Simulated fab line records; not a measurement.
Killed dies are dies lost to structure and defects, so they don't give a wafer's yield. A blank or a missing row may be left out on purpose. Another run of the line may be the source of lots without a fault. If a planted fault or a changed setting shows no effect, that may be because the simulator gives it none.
Which tool did it? :: flow n5-finfet :: Sampling: 23 lots, 69 wafers, 2 of 1938 route steps

## WHAT EACH GAUGE READ, for each wafer
N5_FIN_SAQP_INSPECT_18: inspects for defects (brightfield). Usual: 397 for raw-defect-count, sd 110.
lot: L074
measured: day 1 23:59
on: defect-inspect-02
raw-defect-count: 430 277 252
flag: 

lot: L075
measured: day 2 03:54
on: defect-inspect-01
raw-defect-count: 356 458 484
flag: 

lot: L077
measured: day 2 16:06
on: defect-inspect-01
raw-defect-count: 339 325 336
flag: 

lot: L078
measured: day 3 00:44
on: defect-inspect-02
raw-defect-count: 422 320 450
flag: 

lot: L079
measured: day 3 03:54
on: defect-inspect-02
raw-defect-count: 284 288 287
flag: 

lot: L080
measured: day 3 11:11
on: defect-inspect-02
raw-defect-count: 430 304 396
flag: 

lot: L081
measured: day 3 15:24
on: defect-inspect-02
raw-defect-count: 489 410 525
flag: 

lot: L082
measured: day 3 22:02
on: defect-inspect-02
raw-defect-count: 579 359 347
flag: 

lot: L083
measured: day 4 03:59
on: defect-inspect-01
raw-defect-count: 318 474 511
flag: 

lot: L084
measured: day 4 09:37
on: defect-inspect-02
raw-defect-count: 577 466 515
flag: 

lot: L085
measured: day 4 15:47
on: defect-inspect-02
raw-defect-count: 410 401 672
flag: 

lot: L086
measured: day 4 22:16
on: defect-inspect-02
raw-defect-count: 322 332 349
flag: 

lot: L087
measured: day 5 03:44
on: defect-inspect-02
raw-defect-count: 637 421 821
flag: 

lot: L088
measured: day 5 11:29
on: defect-inspect-02
raw-defect-count: 520 336 412
flag: 

lot: L089
measured: day 5 16:10
on: defect-inspect-01
raw-defect-count: 552 274 461
flag: 

lot: L090
measured: day 5 22:14
on: defect-inspect-02
raw-defect-count: 364 389 481
flag: 

lot: L091
measured: day 6 05:03
on: defect-inspect-02
raw-defect-count: 365 393 373
flag: 

lot: L092
measured: day 6 11:10
on: defect-inspect-02
raw-defect-count: 253 420 315
flag: 

lot: L093
measured: day 6 17:05
on: defect-inspect-02
raw-defect-count: 357 481 541
flag: 

lot: L094
measured: day 6 22:21
on: defect-inspect-01
raw-defect-count: 259 249 271
flag: 

lot: L095
measured: day 7 03:32
on: defect-inspect-01
raw-defect-count: 260 271 216
flag: 

lot: L096
measured: day 7 10:44
on: defect-inspect-01
raw-defect-count: 456 297 412
flag: 

lot: L097
measured: day 7 16:09
on: defect-inspect-01
raw-defect-count: 419 356 360
flag: 

## WHICH TOOL RAN EACH LOT (tool, then ch and the chambers of the sampled wafers, then the start)
lot: L074
N5_FIN_SAQP_ALD_61: ald-sin-01 ch 1,2, day 1 22:38

lot: L075
N5_FIN_SAQP_ALD_61: ald-sin-01 ch 0,3, day 2 02:44

lot: L077
N5_FIN_SAQP_ALD_61: ald-sin-01 ch 0,2,3, day 2 14:49

lot: L078
N5_FIN_SAQP_ALD_61: ald-sin-03 ch 0,2,3, day 2 23:25

lot: L079
N5_FIN_SAQP_ALD_61: ald-sin-01 ch 0,1,2, day 3 02:33

lot: L080
N5_FIN_SAQP_ALD_61: ald-sin-01 ch 0,1,3, day 3 09:58

lot: L081
N5_FIN_SAQP_ALD_61: ald-sin-02 ch 0,3, day 3 14:02

lot: L082
N5_FIN_SAQP_ALD_61: ald-sin-02 ch 0,1, day 3 20:40

lot: L083
N5_FIN_SAQP_ALD_61: ald-sin-03 ch 1,3, day 4 02:49

lot: L084
N5_FIN_SAQP_ALD_61: ald-sin-03 ch 1,3, day 4 08:22

lot: L085
N5_FIN_SAQP_ALD_61: ald-sin-02 ch 1,2, day 4 14:29

lot: L086
N5_FIN_SAQP_ALD_61: ald-sin-02 ch 1,2,3, day 4 21:04

lot: L087
N5_FIN_SAQP_ALD_61: ald-sin-02 ch 1,2,3, day 5 02:17

lot: L088
N5_FIN_SAQP_ALD_61: ald-sin-03 ch 0,1,3, day 5 09:22

lot: L089
N5_FIN_SAQP_ALD_61: ald-sin-03 ch 1,2,3, day 5 14:50

lot: L090
N5_FIN_SAQP_ALD_61: ald-sin-02 ch 0,2,3, day 5 20:55

lot: L091
N5_FIN_SAQP_ALD_61: ald-sin-01 ch 0,2,3, day 6 03:49

lot: L092
N5_FIN_SAQP_ALD_61: ald-sin-02 ch 0,1, day 6 09:35

lot: L093
N5_FIN_SAQP_ALD_61: ald-sin-01 ch 0,1,2, day 6 15:55

lot: L094
N5_FIN_SAQP_ALD_61: ald-sin-03 ch 0,2,3, day 6 21:05

lot: L095
N5_FIN_SAQP_ALD_61: ald-sin-02 ch 1,2, day 7 02:24

lot: L096
N5_FIN_SAQP_ALD_61: ald-sin-02 ch 1,2, day 7 09:30

lot: L097
N5_FIN_SAQP_ALD_61: ald-sin-01 ch 0,1,2, day 7 14:46
- N5_FIN_SAQP_ALD_61: deposits SiO2, target thk 4 nm, pulse time 1 s, purge time 2 s.

## WHAT THE TOOLS THEMSELVES READ (means of the sampled wafers that have a number; where no wafer has one, the mark that the record gives instead)
N5_FIN_SAQP_ALD_61. Usual: heater-power-w 465 W, standard deviation 55; precursor-pulse-height-rel 1.000, standard deviation 0.02.
lot: L074
tool: ald-sin-01
heater-power-w (W): 490
precursor-pulse-height-rel: 1.009
flag: 

lot: L075
tool: ald-sin-01
heater-power-w (W): 548
precursor-pulse-height-rel: 0.985
flag: 

lot: L077
tool: ald-sin-01
heater-power-w (W): 525
precursor-pulse-height-rel: 1.002
flag: 

lot: L078
tool: ald-sin-03
heater-power-w (W): 446
precursor-pulse-height-rel: 0.994
flag: 

lot: L079
tool: ald-sin-01
heater-power-w (W): 500
precursor-pulse-height-rel: 1.007
flag: 

lot: L080
tool: ald-sin-01
heater-power-w (W): 535
precursor-pulse-height-rel: 0.992
flag: 

lot: L081
tool: ald-sin-02
heater-power-w (W): 406
precursor-pulse-height-rel: 1.002
flag: 

lot: L082
tool: ald-sin-02
heater-power-w (W): 410
precursor-pulse-height-rel: 0.996
flag: 

lot: L083
tool: ald-sin-03
heater-power-w (W): 510
precursor-pulse-height-rel: 0.985
flag: 

lot: L084
tool: ald-sin-03
heater-power-w (W): 463
precursor-pulse-height-rel: 0.977
flag: 

lot: L085
tool: ald-sin-02
heater-power-w (W): 415
precursor-pulse-height-rel: 1.004
flag: 

lot: L086
tool: ald-sin-02
heater-power-w (W): 426
precursor-pulse-height-rel: 1.001
flag: 

lot: L087
tool: ald-sin-02
heater-power-w (W): 435
precursor-pulse-height-rel: 0.987
flag: 

lot: L088
tool: ald-sin-03
heater-power-w (W): 481
precursor-pulse-height-rel: 0.993
flag: 

lot: L089
tool: ald-sin-03
heater-power-w (W): 489
precursor-pulse-height-rel: 0.999
flag: 

lot: L090
tool: ald-sin-02
heater-power-w (W): 418
precursor-pulse-height-rel: 1.011
flag: 

lot: L091
tool: ald-sin-01
heater-power-w (W): 516
precursor-pulse-height-rel: 0.977
flag: 

lot: L092
tool: ald-sin-02
heater-power-w (W): 411
precursor-pulse-height-rel: 0.995
flag: 

lot: L093
tool: ald-sin-01
heater-power-w (W): 502
precursor-pulse-height-rel: 0.991
flag: 

lot: L094
tool: ald-sin-03
heater-power-w (W): 451
precursor-pulse-height-rel: 0.994
flag: 

lot: L095
tool: ald-sin-02
heater-power-w (W): 417
precursor-pulse-height-rel: 0.972
flag: 

lot: L096
tool: ald-sin-02
heater-power-w (W): 418
precursor-pulse-height-rel: 1.009
flag: 

lot: L097
tool: ald-sin-01
heater-power-w (W): 500
precursor-pulse-height-rel: 1.024
flag: 

## THE ANSWER, worked out from the rows above alone
Rule: take the mean of a lot's wafers that have a number; if it is more than 3 standard deviations from the usual mean, the lot is off. A lot without any number at a reading at which 4 lots or more have one is off too. The other lots that the step has rows for count as sound. Order of review: gauges by route order, followed by the tools' own readings, for which a lot's mean as printed above is used. The first step at which some lot is off is used, and at that step the reading that is off furthest; a lot without a number counts as furthest.
No lot is off on any of the readings shown, so nothing can be concluded from this.

## WHAT HAD BEEN PUT IN BY THE SIMULATOR
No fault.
